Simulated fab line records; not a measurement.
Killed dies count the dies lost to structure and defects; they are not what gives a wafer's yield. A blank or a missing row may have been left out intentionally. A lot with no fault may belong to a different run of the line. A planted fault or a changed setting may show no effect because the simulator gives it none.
Lot-split experiment || flow n5_finfet || 7 lots, 21 wafers read, on a route of 1938 steps

== ABOUT THE SPLIT ==
At N5_BEOL_M6_ILD_DEP_00 (deposits SiCOH lowk from DEMS/porogen, target thk 179.75 nm, time 33.4 s), the setting time_s was moved away from the recipe's 33.4 s on 5 of the 21 wafers read, by -5.7% to +11.9%. For the rest of the wafers, this setting stayed at what the recipe calls for.

== BETWEEN THE SPLIT AND THE READING: the file shows 1 step in between ==
- N5_BEOL_M6_CURE_74: cures SiCOH lowk, time 240 s

== THE READING ==
M6_ILD_THK, in nm, at N5_BEOL_M6_THK_MEAS_01. A value of 155.6 nm with a standard deviation of 2 nm is what fault-free wafers of this fab line usually give.

{"wafer": "L080.2", "tool, chamber at the split": "pecvd-03, 0", "time_s as run, s": 37.38, "against the recipe": "+11.9%", "M6_ILD_THK, nm": 170.9, "against lot-mates on the recipe": "+16.2"}
{"wafer": "L080.3", "tool, chamber at the split": "pecvd-03, 1", "time_s as run, s": 33.4, "against the recipe": "recipe", "M6_ILD_THK, nm": 154.7, "against lot-mates on the recipe": "-"}
{"wafer": "L080.6", "tool, chamber at the split": "pecvd-03, 1", "time_s as run, s": 37.38, "against the recipe": "+11.9%", "M6_ILD_THK, nm": 172.7, "against lot-mates on the recipe": "+18.0"}
{"wafer": "L083.4", "tool, chamber at the split": "pecvd-01, 1", "time_s as run, s": 33.4, "against the recipe": "recipe", "M6_ILD_THK, nm": 155.2, "against lot-mates on the recipe": "-"}
{"wafer": "L083.5", "tool, chamber at the split": "pecvd-01, 0", "time_s as run, s": 33.4, "against the recipe": "recipe", "M6_ILD_THK, nm": 157.2, "against lot-mates on the recipe": "-"}
{"wafer": "L083.6", "tool, chamber at the split": "pecvd-01, 2", "time_s as run, s": 33.4, "against the recipe": "recipe", "M6_ILD_THK, nm": 158.5, "against lot-mates on the recipe": "-"}
{"wafer": "L084.1", "tool, chamber at the split": "pecvd-02, 2", "time_s as run, s": 33.4, "against the recipe": "recipe", "M6_ILD_THK, nm": 157.0, "against lot-mates on the recipe": "-"}
{"wafer": "L084.2", "tool, chamber at the split": "pecvd-02, 0", "time_s as run, s": 33.4, "against the recipe": "recipe", "M6_ILD_THK, nm": 156.5, "against lot-mates on the recipe": "-"}
{"wafer": "L084.4", "tool, chamber at the split": "pecvd-02, 2", "time_s as run, s": 33.4, "against the recipe": "recipe", "M6_ILD_THK, nm": 161.1, "against lot-mates on the recipe": "-"}
{"wafer": "L085.1", "tool, chamber at the split": "pecvd-01, 0", "time_s as run, s": 33.4, "against the recipe": "recipe", "M6_ILD_THK, nm": 155.0, "against lot-mates on the recipe": "-"}
{"wafer": "L085.3", "tool, chamber at the split": "pecvd-01, 1", "time_s as run, s": 33.4, "against the recipe": "recipe", "M6_ILD_THK, nm": 154.2, "against lot-mates on the recipe": "-"}
{"wafer": "L085.4", "tool, chamber at the split": "pecvd-01, 0", "time_s as run, s": 33.4, "against the recipe": "recipe", "M6_ILD_THK, nm": 156.1, "against lot-mates on the recipe": "-"}
{"wafer": "L086.1", "tool, chamber at the split": "pecvd-03, 2", "time_s as run, s": 33.4, "against the recipe": "recipe", "M6_ILD_THK, nm": 156.0, "against lot-mates on the recipe": "-"}
{"wafer": "L086.2", "tool, chamber at the split": "pecvd-03, 0", "time_s as run, s": 33.4, "against the recipe": "recipe", "M6_ILD_THK, nm": 157.6, "against lot-mates on the recipe": "-"}
{"wafer": "L086.5", "tool, chamber at the split": "pecvd-03, 0", "time_s as run, s": 33.4, "against the recipe": "recipe", "M6_ILD_THK, nm": 159.5, "against lot-mates on the recipe": "-"}
{"wafer": "L088.3", "tool, chamber at the split": "pecvd-02, 1", "time_s as run, s": 36.2, "against the recipe": "+8.4%", "M6_ILD_THK, nm": 167.4, "against lot-mates on the recipe": "+11.1"}
{"wafer": "L088.4", "tool, chamber at the split": "pecvd-02, 0", "time_s as run, s": 33.4, "against the recipe": "recipe", "M6_ILD_THK, nm": 156.3, "against lot-mates on the recipe": "-"}
{"wafer": "L088.6", "tool, chamber at the split": "pecvd-02, 1", "time_s as run, s": 36.2, "against the recipe": "+8.4%", "M6_ILD_THK, nm": 168.4, "against lot-mates on the recipe": "+12.1"}
{"wafer": "L092.2", "tool, chamber at the split": "pecvd-01, 2", "time_s as run, s": 33.4, "against the recipe": "recipe", "M6_ILD_THK, nm": 156.9, "against lot-mates on the recipe": "-"}
{"wafer": "L092.3", "tool, chamber at the split": "pecvd-01, 1", "time_s as run, s": 31.48, "against the recipe": "-5.7%", "M6_ILD_THK, nm": 147.2, "against lot-mates on the recipe": -10.2}
{"wafer": "L092.5", "tool, chamber at the split": "pecvd-01, 1", "time_s as run, s": 33.4, "against the recipe": "recipe", "M6_ILD_THK, nm": 157.9, "against lot-mates on the recipe": "-"}

FIT RESULTS
A straight line over all 21 wafers: M6_ILD_THK changes by +1.32 nm for each +1% of time_s; r = +0.96; the points scatter about the line by 1.7 nm.
The same after taking each lot's own level away (the mean of its wafers on the recipe; 21 wafers): +1.46 nm for each +1%; r = +0.98; scatter 1.3 nm.
Per that fit: largest time_s move, reading shift of 17 nm.
The span of the lots' own levels, 154.70 to 158.20 nm, comes to 1.8 times the standard deviation stated above.
Hence the lot-to-lot level has little effect on the slope; both slopes agree.
Check: +17.6 nm against its lot-mates is what the line predicts for one of the wafers moved furthest among these (+11.9%) when that wafer is left out of the fit. It came out at +16.2 nm against them.

== OTHER SPLITS APPLIED TO THESE WAFERS ==
These wafers also went through other splits before the reading. Each is held against what the fit with the lots' levels taken away leaves over:
{"other split on the same wafers": "N5_BEOL_M3_ETCH_70 time_s", "wafers away from the commonest value": 8, "r with M6_ILD_THK (lot level and that fit taken away)": "+0.15"}
{"other split on the same wafers": "N5_BEOL_M3_TRENCH_ETCH_37 time_s", "wafers away from the commonest value": 7, "r with M6_ILD_THK (lot level and that fit taken away)": "+0.07"}
{"other split on the same wafers": "N5_BEOL_M3_DEP_57 time_s", "wafers away from the commonest value": 6, "r with M6_ILD_THK (lot level and that fit taken away)": "+0.10"}
{"other split on the same wafers": "N5_BEOL_M4_TRENCH_ETCH_37 time_s", "wafers away from the commonest value": 10, "r with M6_ILD_THK (lot level and that fit taken away)": -0.18}

== THE WHOLE CHAIN: every reading that the file lists as answering this split, in the file's order ==
{"step": "N5_BEOL_M6_ILD_DEP_00", "what it does": "deposits SiCOH lowk from DEMS/porogen, target thk 179.75 nm, time 33.4 s", "reading": "SiCOH_lowk_of_BEOL_M6_ILD_DEP_00.thk_nm (the simulator's own value, which no gauge read)", "change (the file's fit)": "+1.68 nm for each +1% of the setting", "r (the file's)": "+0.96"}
{"step": "N5_BEOL_M6_CURE_74", "what it does": "cures SiCOH lowk, time 240 s", "reading": "SiCOH_lowk_of_BEOL_M6_ILD_DEP_00.thk_nm (the simulator's own value, which no gauge read)", "change (the file's fit)": "+1.47 nm for each +1% of the setting", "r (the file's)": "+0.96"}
{"step": "N5_BEOL_M6_THK_MEAS_01", "what it does": "", "reading": "M6_ILD_THK", "change (the file's fit)": "+1.47 for each +1% of the setting", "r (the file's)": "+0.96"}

== FILE'S OWN FIT ==
M6_ILD_THK changes by +1.47 nm for each +1% of time_s, r = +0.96.
